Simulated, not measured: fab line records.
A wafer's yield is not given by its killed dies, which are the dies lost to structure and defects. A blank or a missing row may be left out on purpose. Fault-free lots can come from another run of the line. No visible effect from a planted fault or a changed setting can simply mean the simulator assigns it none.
Which tool did it?    flow nand harc    72 wafers from 24 lots sampled at 2 of the route's 1159 steps

## WHAT THE GAUGES SHOWED, per wafer
NHARC_A_CONTACT_CD_MEAS_53. Usual: cd nm 189.6 nm, standard deviation 0.57.
lot   measured      on         cd nm (nm)         flag
L075  day 16 10:34  cd sem-01  190.3 190.4 190.3  
L074  day 16 14:18  cd sem-01  190.2 190.0 189.8  
L076  day 16 20:15  cd sem-01  189.6 189.5 189.0  
L077  day 16 20:58  cd sem-01  188.9 188.5 189.0  
L078  day 17 22:53  cd sem-01  189.4 188.3 189.2  
L079  day 17 23:50  cd sem-03  189.1 189.6 189.6  
L080  day 18 03:17  cd sem-02  188.5 189.2 189.0  
L082  day 18 12:34  cd sem-03  189.3 189.4 189.5  
L083  day 18 14:38  cd sem-03  190.2 189.7 189.9  
L081  day 18 19:26  cd sem-03  189.4 189.9 188.4  
L086  day 19 06:02  cd sem-03  189.9 189.7 189.9  
L084  day 19 08:43  cd sem-03  189.7 190.0 189.6  
L085  day 19 13:29  cd sem-01  189.8 189.7 190.2  
L087  day 19 18:34  cd sem-03  189.3 188.8 189.4  
L089  day 20 00:26  cd sem-03  188.7 189.5 189.1  
L088  day 20 01:08  cd sem-01  190.9 190.4 191.1  
L090  day 20 18:35  cd sem-01  190.3 190.1 190.0  
L093  day 20 21:46  cd sem-02  190.4 190.4 190.6  
L091  day 21 01:35  cd sem-01  188.5 189.1 189.0  
L094  day 21 16:04  cd sem-01  189.5 190.0 190.0  
L092  day 21 19:19  cd sem-02  189.9 189.7 189.3  
L095  day 21 22:05  cd sem-03  189.4 189.4 189.9  
L096  day 22 02:50  cd sem-03  189.1 189.0 189.3  
L097  day 22 08:07  cd sem-01  190.6 190.2 190.3  

NHARC_A_CONTACT_INSPECT_71. Usual: raw defect count 30, standard deviation 15.
lot   measured      on                 raw defect count  flag
L075  day 16 19:26  defect inspect-02  31 22 41          
L074  day 16 20:59  defect inspect-01  18 28 23          
L076  day 17 00:37  defect inspect-01  19 27 22          
L077  day 17 02:03  defect inspect-02  23 18 24          
L078  day 18 03:38  defect inspect-02  9 3 9             
L079  day 18 06:47  defect inspect-02  21 29 19          
L080  day 18 08:29  defect inspect-02  34 18 25          
L082  day 18 17:02  defect inspect-02  36 36 39          
L083  day 18 18:54  defect inspect-01  23 24 32          
L081  day 18 22:52  defect inspect-02  19 42 22          
L086  day 19 09:54  defect inspect-02  33 40 28          
L084  day 19 12:17  defect inspect-01  14 16 19          
L085  day 19 18:38  defect inspect-01  32 29 45          
L087  day 19 23:43  defect inspect-01  41 53 52          
L089  day 20 04:05  defect inspect-02  51 45 49          
L088  day 20 04:42  defect inspect-01  31 39 34          
L090  day 20 23:29  defect inspect-02  28 20 31          
L093  day 21 01:37  defect inspect-01  49 46 65          
L091  day 21 08:00  defect inspect-01  13 15 15          
L094  day 21 20:20  defect inspect-02  28 14 12          
L092  day 22 00:56  defect inspect-01  14 15 20          
L095  day 22 01:37  defect inspect-01  67 65 55          
L096  day 22 06:25  defect inspect-02  59 62 52          
L097  day 22 12:09  defect inspect-02  24 20 22          

## TOOL THAT RAN EACH LOT (tool first, then ch and the chambers of the sampled wafers, then the start)
Before these readings, the record contains no process step.

## AS READ BY THE TOOLS THEMSELVES (means over the sampled wafers that have a number; for cases with no such wafer, the mark the record gives instead)
The record holds no such reading with a usual standard deviation.

## THE ANSWER, worked out from the rows above alone
Rule: a lot counts as off when the mean over its wafers that have a number is more than 3 standard deviations away from the usual mean. Also off: a lot with no number at a reading for which 4 or more lots have one. Where the step has rows for the other lots, those lots are counted as sound. After the gauges, taken in route order, come the tools' own readings; for these a lot's mean is taken, as printed above. The first step at which some lot is off is used, and at that step the reading that is off furthest; a lot without a number counts as furthest.
Nothing can be told from this: no lot is off at any reading shown.

## WHAT THE SIMULATOR HAD PUT IN
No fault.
